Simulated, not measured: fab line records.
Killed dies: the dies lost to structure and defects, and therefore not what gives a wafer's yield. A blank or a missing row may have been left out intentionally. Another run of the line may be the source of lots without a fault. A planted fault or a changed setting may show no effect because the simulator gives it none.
The same fault as seen by 3 desks + flow nandHarc + only its own numbers are on each desk; what lay behind them is given at the end

FROM THE METROLOGY DESK
Means of the sampled wafers that have a number, per lot and without regard to the tool the lot ran on: this is what the gauges read. A lot is out of limits, marked OUT, if its mean lies more than 4 standard deviations from the usual mean; the brackets give that distance.
Columns: A = cdNm at NHARC_A_M1_CD_MEAS_09, usual 120.0 nm
| lot  | first seen here | A     |
|------|-----------------|-------|
| L262 | day 23 13:56    | 119.8 |
| L260 | day 23 14:41    | 120.6 |
| L263 | day 24 00:20    | 119.9 |
| L264 | day 25 02:05    | 121.1 |
| L265 | day 25 04:43    | 120.0 |
| L267 | day 26 22:22    | 119.9 |
| L272 | day 27 21:23    | 118.9 |
| L271 | day 28 02:02    | 120.0 |
| L273 | day 28 02:48    | 119.3 |
| L280 | day 31 11:38    | 120.2 |
| L279 | day 31 21:37    | 119.5 |
| L282 | day 32 00:56    | 119.7 |
| L281 | day 32 03:08    | 120.1 |
Finding of this desk: none of the 13 lots has anything out of limits.

DESK OF THE TOOL OWNER: lithoTrack-04
The tool's own readings at NHARC_A_M1_SOFTBAKE_04 (time 55 s): means of the sampled wafers that have a number, for each lot that ran on this tool. A lot is out of limits, marked OUT, if its mean lies more than 4 standard deviations from the usual mean; the brackets give that distance.
Columns: A = heaterPowerTotalW at NHARC_A_M1_SOFTBAKE_04, usual 188.45 W
| lot  | first seen here | A                        |
|------|-----------------|--------------------------|
| L262 | day 23 13:00    | 188.40                   |
| L267 | day 26 21:00    | 188.59                   |
| L272 | day 27 21:00    | 203.69 (+99 or more) OUT |
| L273 | day 28 02:00    | 203.84 (+99 or more) OUT |
| L279 | day 31 21:00    | 188.45                   |
| L281 | day 32 02:00    | 188.43                   |
This desk finds L272, L273 out of limits, L272 being first, at day 27 21:00 (heaterPowerTotalW at NHARC_A_M1_SOFTBAKE_04). L262, L267, L279, L281: within limits.

THE DEFECT DESK
Per lot, the means of the sampled wafers with a number show what the inspections along the route counted. A lot is out of limits, marked OUT, if its mean lies more than 4 standard deviations from the usual mean; the brackets give that distance.
Columns: A = rawDefectCount at NHARC_A_BLC_INSPECT_28, usual 541
| lot  | first seen here | A    |
|------|-----------------|------|
| L262 | day 23 08:55    | 529  |
| L260 | day 23 09:34    | 571  |
| L263 | day 23 19:32    | 515  |
| L264 | day 24 20:59    | 593  |
| L265 | day 24 23:51    | 487  |
| L267 | day 26 17:25    | 418  |
| L272 | day 27 16:31    | 414  |
| L271 | day 27 21:06    | 1086 |
| L273 | day 27 21:53    | 574  |
| L280 | day 31 06:42    | 490  |
| L279 | day 31 16:43    | 633  |
| L282 | day 31 20:04    | 550  |
| L281 | day 31 22:06    | 640  |
Finding of this desk: none of the 13 lots has anything out of limits.

BROUGHT TOGETHER
The tool owner's desk had the chance to raise an alarm at day 27 21:00 on L272, L273.
Metrology desk: nothing out of limits seen.
Nothing the defect desk looked at was out of limits.
The metrology desk holds a record of L272, L273, inside its limits.
The defect desk has L272, L273 on record, within its limits.
Every lot named ran NHARC_A_M1_SOFTBAKE_04 on lithoTrack-04.

WHAT HAD BEEN PUT IN BY THE SIMULATOR
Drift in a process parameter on lithoTrack-04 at NHARC_A_M1_SOFTBAKE_04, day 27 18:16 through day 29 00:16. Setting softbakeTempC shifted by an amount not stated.
Shown lots that were struck: L272, L273.
Delay in hours, fault start to first out-of-limits reading, by desk: the tool owner's desk at 3.
